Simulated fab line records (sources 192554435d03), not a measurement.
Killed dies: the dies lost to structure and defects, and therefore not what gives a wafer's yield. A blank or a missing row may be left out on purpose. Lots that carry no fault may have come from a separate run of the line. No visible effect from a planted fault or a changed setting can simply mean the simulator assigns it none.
Split-lot experiment	flow n5 finfet	21 wafers read from 7 lots, route of 1938 steps

== ON THE SPLIT ==
At N5_BEOL_M1_HM_DEP_02 (deposits TiN, target thk 20 nm), the setting target thk a was moved away from the recipe's 200 angstrom on 5 of the 21 wafers read, by -8.3% to +10.6%. For the rest of the wafers, this setting stayed at what the recipe calls for.

== FROM THE SPLIT TO THE READING: what the file shows between them, 4 steps ==
- N5_BEOL_M1_COAT_61: time 60 s, resist thk 60 nm
- N5_BEOL_M1_COAT_62: time 60 s, resist thk 12 nm
- N5_BEOL_M1_STRIP_75: strips in N2/H2
- N5_BEOL_M1_STRIP_66: strips in CF4

== THE READING ==
etch.depth nm (the simulator's own value, which no gauge read), in nm, at N5_BEOL_M1_HM_OPEN_17 (chemistry Cl2/BCl3, target TiN, target depth 20 nm, overetch 6 nm). No usual value for it is given in the file. Here, 16 wafers ran the recipe; their average is 20.03 nm with a standard deviation of 0.32 nm.

wafer	tool, chamber at the split	target thk a as run, angstrom	against the recipe	etch.depth nm, nm	against lot-mates on the recipe
L077.1	pvd sputter-02, -	200	recipe	20.34	-
L077.3	pvd sputter-02, -	200	recipe	20.59	-
L077.6	pvd sputter-02, -	200	recipe	20.66	-
L078.1	pvd sputter-01, -	200	recipe	19.79	-
L078.3	pvd sputter-01, -	200	recipe	19.6	-
L078.5	pvd sputter-01, -	200	recipe	19.58	-
L079.1	pvd sputter-03, -	200	recipe	20.01	-
L079.4	pvd sputter-03, -	221.2	+10.6%	21.83	+1.88
L079.5	pvd sputter-03, -	200	recipe	19.88	-
L088.1	pvd sputter-01, -	183.3	-8.3%	18.56	-1.57
L088.2	pvd sputter-01, -	200	recipe	20.03	-
L088.5	pvd sputter-01, -	200	recipe	20.22	-
L089.3	pvd sputter-03, -	219.3	+9.7%	21.79	+2.03
L089.4	pvd sputter-03, -	219.3	+9.7%	21.73	+1.97
L089.5	pvd sputter-03, -	200	recipe	19.76	-
L090.1	pvd sputter-03, -	200	recipe	20.14	-
L090.5	pvd sputter-03, -	200	recipe	20.14	-
L090.6	pvd sputter-03, -	200	recipe	20.27	-
L097.3	pvd sputter-02, -	200	recipe	19.73	-
L097.4	pvd sputter-02, -	200	recipe	19.75	-
L097.5	pvd sputter-02, -	209	+4.5%	20.62	+0.88

THE FIT
A straight line over all 21 wafers: etch.depth nm changes by +0.174 nm for each +1% of target thk a; r = +0.93; the points scatter about the line by 0.3 nm.
The same after taking each lot's own level away (the mean of its wafers on the recipe; 21 wafers): +0.194 nm for each +1%; r = +0.99; scatter 0.099 nm.
Per that fit: largest target thk a move, reading shift of 2.1 nm.
Measured against the standard deviation above, the lots' own levels, which go from 19.657 to 20.530 nm, span 2.7 times it.
So the lot-to-lot level changes the slope: the two fits differ.
Check: with one of the wafers moved furthest among these (+10.6%) left out of the fit, the line predicts +2.14 nm for it against its lot-mates. It came out at +1.88 nm against them.

== THESE WAFERS: OTHER SPLITS ==
Before the reading, these wafers also passed through other splits. Each is held against what the fit with the lots' levels taken away leaves over:
other split on the same wafers	wafers away from the commonest value	r with etch.depth nm (lot level and that fit taken away)
N5_SDB_COAT_05 spin rpm	9	+0.14
N5_HKMG_FIN_COAT_43 spin rpm	5	+0.13
N5_GATE_CUT_COAT_07 spin rpm	7	-0.08
N5_GATE_CUT_DESCUM_18 time s	8	-0.20
N5_MOL_CONTACT_COAG_CONTACT_ETCH_14 source w	2	-0.30
N5_MOL_CONTACT_COAG_VIA_ETCH_117 bias w	9	-0.18
N5_MOL_CONTACT_COAG_ETCH_124 source w	8	+0.02
N5_BEOL_M0_ETCH_109 bias w	5	+0.12
N5_BEOL_M1_ILD_DEP_00 time s	7	-0.14

== THE WHOLE CHAIN: every reading that the file lists as answering this split, in the file's order ==
step	what it does	reading	change (the file's fit)	r (the file's)
N5_BEOL_M1_HM_DEP_02	deposits TiN, target thk 20 nm	TiN_of_BEOL_M1_HM_DEP_02.thk nm (the simulator's own value, which no gauge read)	+0.188 nm for each +1% of the setting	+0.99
N5_BEOL_M1_HM_OPEN_17	chemistry Cl2/BCl3, target TiN, target depth 20 nm, overetch 6 nm	etch.depth nm (the simulator's own value, which no gauge read)	+0.191 nm for each +1% of the setting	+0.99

== THE FILE'S OWN FIT ==
etch.depth nm changes by +0.191 nm for each +1% of target thk a, r = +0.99.
